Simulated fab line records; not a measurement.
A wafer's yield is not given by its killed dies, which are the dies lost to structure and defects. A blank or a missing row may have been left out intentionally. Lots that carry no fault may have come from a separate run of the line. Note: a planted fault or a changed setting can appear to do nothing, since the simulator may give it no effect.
One fault through the eyes of 2 desks -- flow nand_harc -- each desk has only its own numbers; what lay behind them comes last

## DESK OF THE TOOL OWNER: pecvd_onon-02
The tool's own readings at NHARC_A_ONON_D1_DEP_22 (target thk 1000 nm): means of the sampled wafers that have a number, for each lot that ran on this tool. The brackets show how far a lot's mean lies from the usual mean; more than 4 standard deviations puts the lot out of limits, marked OUT.
Columns: A = n2_flow_sccm at NHARC_A_ONON_D1_DEP_22, usual 2752 sccm
lot,first seen here,A
L935,day 8 08:28,2750
L936,day 8 15:29,2750
L940,day 9 16:58,2753
L941,day 10 00:50,2740
L944,day 10 11:59,2760
This desk found nothing out of limits on any of the 5 lots.

## AT THE METROLOGY DESK
What the gauges read for every lot (on any tool): the sampled wafers with a number, averaged. The brackets show how far a lot's mean lies from the usual mean; more than 4 standard deviations puts the lot out of limits, marked OUT.
Columns: A = thk_nm at NHARC_A_ONON_D1_THK_MEAS_24, usual 998 nm; B = cd_nm at NHARC_A_CHANNEL_HOLE_D1_CD_MEAS_10, usual 100.0 nm
lot,first seen here,A,B
L934,day 7 20:10,1004,100.9
L935,day 8 08:59,996,99.7
L936,day 8 15:56,988,99.5
L937,day 8 15:56,973,99.6
L938,day 8 15:57,1013,99.9
L940,day 9 17:29,1000,100.5
L941,day 10 01:21,956,100.1
L944,day 10 12:26,971,100.3
L948,day 11 18:49,988,99.8
L950,day 12 01:58,1006,100.6
L954,day 12 14:31,992,100.0
L955,day 13 01:37,999,99.8
L956,day 13 01:38,1004,99.9
L957,day 13 19:24,1011,100.5
This desk found nothing out of limits on any of the 14 lots.

## ALL TOGETHER
Nothing out of limits was seen by the tool owner's desk.
At the metrology desk, nothing out of limits was observed.

## WHAT WAS PUT IN BY THE SIMULATOR
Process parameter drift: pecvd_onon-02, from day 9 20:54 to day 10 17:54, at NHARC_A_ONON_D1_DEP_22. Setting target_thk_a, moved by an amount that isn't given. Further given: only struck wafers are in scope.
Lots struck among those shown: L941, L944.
